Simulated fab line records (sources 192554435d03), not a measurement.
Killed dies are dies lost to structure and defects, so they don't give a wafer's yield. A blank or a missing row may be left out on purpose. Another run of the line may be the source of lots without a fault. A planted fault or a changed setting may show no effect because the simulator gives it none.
Split-lot study | flow n5 finfet | 39 wafers read from 7 lots, route of 1938 steps

## THE SPLIT
At N5_DUMMY_GATE_EXPOSE_12 (exposes mask GATE, target cd 25 nm), the setting dose mj was moved away from the recipe's 34 on 18 of the 39 wafers read, by -7.6% to +7.3%. For the rest of the wafers, this setting stayed at what the recipe calls for.

## FROM THE SPLIT TO THE READING: what the file shows between them, 14 steps
- N5_DUMMY_GATE_PEB_13: peb time 60 s
- N5_DUMMY_GATE_DEVELOP_14: develop time 30 s
- N5_DUMMY_GATE_CD_MEAS_15: target cd 25.8 nm
- N5_DUMMY_GATE_ETCH_37: etches SOC in N2/H2, target depth 60 nm, overetch 30 nm (also split here: source w)
- N5_DUMMY_GATE_STRIP_38: strips in N2/H2
- N5_DUMMY_GATE_STRIP_39: strips in N2/H2
- N5_DUMMY_GATE_TRIM_49: chemistry O2, time 29 s, target cd 14 nm
- N5_DUMMY_GATE_STRIP_40: strips in CF4
- N5_DUMMY_GATE_CD_MEAS_50: target cd 14 nm
- N5_DUMMY_GATE_ETCH_31: etches SiO2 in C4F6/O2, target depth 82.5 nm, time 27.5 s (also split here: target depth a)
- N5_DUMMY_GATE_STRIP_41: strips in O2
- N5_DUMMY_GATE_HM_OPEN_21: chemistry CH3F/O2, target SiNx, target depth 120 nm, time 171.4 s
- N5_DUMMY_GATE_ETCH_23: etches poly-Si in HBr/Cl2/O2, target depth 41 nm, time 22.3 s
- N5_DUMMY_GATE_ETCH_44: etches poly-Si in HBr/O2, stops on SiO2, target depth 127.5 nm

## THE READING
cd nm (nm) at N5_DUMMY_GATE_CD_MEAS_24, where the cd target is 15 nm. Fault-free wafers of this fab line usually give 15.1 nm, standard deviation 0.4 nm.

wafer  | tool, chamber at the split | dose mj as run | against the recipe | cd nm, nm | against lot-mates on the recipe
L074.1 | euv scanner-01, 0          | 31.43          | -7.6%              | 16.2      | +1.0
L074.2 | euv scanner-01, 0          | 34             | recipe             | 15.4      | -
L074.3 | euv scanner-01, 0          | 34             | recipe             | 15.2      | -
L074.4 | euv scanner-01, 0          | 31.43          | -7.6%              | 15.9      | +0.7
L074.5 | euv scanner-01, 0          | 31.43          | -7.6%              | 16.6      | +1.4
L074.6 | euv scanner-01, 0          | 34             | recipe             | 14.9      | -
L079.1 | euv scanner-01, 0          | 36.49          | +7.3%              | 13.8      | -1.1
L079.2 | euv scanner-01, 0          | 34             | recipe             | 14.4      | -
L079.3 | euv scanner-01, 0          | 36.49          | +7.3%              | 13.7      | -1.2
L079.4 | euv scanner-01, 0          | 34             | recipe             | 14.9      | -
L079.5 | euv scanner-01, 0          | 34             | recipe             | 15.3      | -
L079.6 | euv scanner-01, 0          | 36.49          | +7.3%              | 13.6      | -1.3
L088.1 | euv scanner-02, 0          | 32.47          | -4.5%              | 15.8      | +0.7
L088.2 | euv scanner-02, 0          | 32.47          | -4.5%              | 16.3      | +1.2
L088.3 | euv scanner-02, 0          | 34             | recipe             | 14.6      | -
L088.4 | euv scanner-02, 0          | 32.47          | -4.5%              | 16.2      | +1.1
L088.5 | euv scanner-02, 0          | 34             | recipe             | 15.4      | -
L088.6 | euv scanner-02, 0          | 34             | recipe             | 15.4      | -
L089.1 | euv scanner-01, 0          | 34             | recipe             | 15.4      | -
L089.2 | euv scanner-01, 0          | 34             | recipe             | 14.8      | -
L089.3 | euv scanner-01, 0          | 32.54          | -4.3%              | 16.1      | +0.9
L089.4 | euv scanner-01, 0          | 32.54          | -4.3%              | 16.3      | +1.1
L089.5 | euv scanner-01, 0          | 34             | recipe             | 15.4      | -
L089.6 | euv scanner-01, 0          | 32.54          | -4.3%              | 16.0      | +0.8
L093.1 | euv scanner-01, 0          | 32.9           | -3.2%              | 15.5      | +0.3
L093.2 | euv scanner-01, 0          | 34             | recipe             | 15.2      | -
L093.3 | euv scanner-01, 0          | 32.9           | -3.2%              | 16.0      | +0.8
L093.4 | euv scanner-01, 0          | 34             | recipe             | 15.2      | -
L093.5 | euv scanner-01, 0          | 34             | recipe             | 15.3      | -
L093.6 | euv scanner-01, 0          | 32.9           | -3.2%              | 16.0      | +0.8
L095.1 | euv scanner-01, 0          | 34             | recipe             | 15.7      | -
L095.2 | euv scanner-01, 0          | 34             | recipe             | 15.8      | -
L095.3 | euv scanner-01, 0          | 34             | recipe             | 15.0      | -
L097.1 | euv scanner-01, 0          | 34             | recipe             | 15.6      | -
L097.2 | euv scanner-01, 0          | 35.8           | +5.3%              | 14.1      | -1.3
L097.3 | euv scanner-01, 0          | 34             | recipe             | 15.5      | -
L097.4 | euv scanner-01, 0          | 34             | recipe             | 15.1      | -
L097.5 | euv scanner-01, 0          | 35.8           | +5.3%              | 14.6      | -0.8
L097.6 | euv scanner-01, 0          | 35.8           | +5.3%              | 13.5      | -1.9

FIT RESULTS
A straight line over all 39 wafers: cd nm changes by -0.187 nm for each +1% of dose mj; r = -0.90; the points scatter about the line by 0.34 nm.
The same after taking each lot's own level away (the mean of its wafers on the recipe; 39 wafers): -0.181 nm for each +1%; r = -0.91; scatter 0.32 nm.
That fit puts the effect of the largest move of dose mj on the reading at 1.4 nm.
Across the lots, their own levels run from 14.87 to 15.50 nm, a range of 1.6 times the standard deviation given above.
Hence the lot-to-lot level has little effect on the slope; both slopes agree.
Check: +1.4 nm against its lot-mates is what the line predicts for one of the wafers moved furthest among these (-7.6%) when that wafer is left out of the fit. Against them it came out at +1.03 nm.

## ADDITIONAL SPLITS CARRIED BY THESE WAFERS
These wafers also went through other splits before the reading. Each is held against what the fit with the lots' levels taken away leaves over:
other split on the same wafers       | wafers away from the commonest value | r with cd nm (lot level and that fit taken away)
N5_DUMMY_GATE_ETCH_37 source w       | 15                                   | -0.16
N5_DUMMY_GATE_ETCH_31 target depth a | 18                                   | +0.04

## THE WHOLE CHAIN: every reading that the file lists as answering this split, in the file's order
step                     | what it does                             | reading                                                           | change (the file's fit)               | r (the file's)
N5_DUMMY_GATE_CD_MEAS_15 | target cd 25.8 nm                        | cd nm                                                             | -0.174 nm for each +1% of the setting | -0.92
N5_DUMMY_GATE_TRIM_49    | chemistry O2, time 29 s, target cd 14 nm | DUMMY_GATE.cd nm (the simulator's own value, which no gauge read) | -0.191 nm for each +1% of the setting | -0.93
N5_DUMMY_GATE_CD_MEAS_50 | target cd 14 nm                          | cd nm                                                             | -0.214 nm for each +1% of the setting | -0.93
N5_DUMMY_GATE_CD_MEAS_24 | target cd 15 nm                          | cd nm                                                             | -0.182 nm for each +1% of the setting | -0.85

## THE FILE'S OWN FIT
cd nm changes by -0.182 nm for each +1% of dose mj, r = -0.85.
